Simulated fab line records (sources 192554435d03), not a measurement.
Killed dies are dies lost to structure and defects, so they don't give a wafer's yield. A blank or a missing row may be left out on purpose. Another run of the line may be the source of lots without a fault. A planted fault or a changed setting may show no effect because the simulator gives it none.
Matching of chambers -- flow n5_finfet -- rie_diel-02 running N5_BEOL_M8_STRIP_19: 4 sister chambers
The step strips in O2. 8 wafers are shown with their chamber, then 7 later ones without.

== WAFERS PAIRED WITH THEIR CHAMBERS ==
wafer,chamber,showerhead_plenum_p_Torr (Torr),drypump_motor_current_A (A)
L262.5,1,2.15,5.0
L263.3,2,2.15,5.9
L263.6,3,2.12,5.4
L270.1,3,2.12,5.4
L270.2,1,2.14,5.0
L270.4,2,2.14,5.9
L268.1,0,1.98,5.6
L268.5,0,1.98,5.7

== WAFERS WITH NO CHAMBER GIVEN ==
wafer,showerhead_plenum_p_Torr (Torr),drypump_motor_current_A (A)
L268.6,2.12,5.4
L276.2,2.11,5.4
L276.5,2.14,5.0
L276.6,1.97,5.7
L277.1,2.13,5.0
L277.2,2.14,5.9
L277.3,1.97,5.7

== THE CHAMBER EACH PASSED THROUGH ==
wafer,from the rows above,in truth
L268.6,3,3
L276.2,3,3
L276.5,1,1
L276.6,0,0
L277.1,1,1
L277.2,2,2
L277.3,0,0
Correctly placed: 7 of 7. Not placeable from these rows: 0. Wrongly placed: 0.
How it was worked out, from the rows above alone: a wafer's distance from a chamber is the root of the sum, over the readings, of the square of ((its reading less the chamber's mean) divided by the reading's scatter). The wafer belongs to the nearest chamber; if the next one is less than 2 further off, it can't be placed. Each chamber's mean is taken over the wafers shown for it. The scatter is the square root of a quotient: the sum, over the shown wafers, of each reading's squared deviation from its chamber's mean, divided by wafers minus chambers.
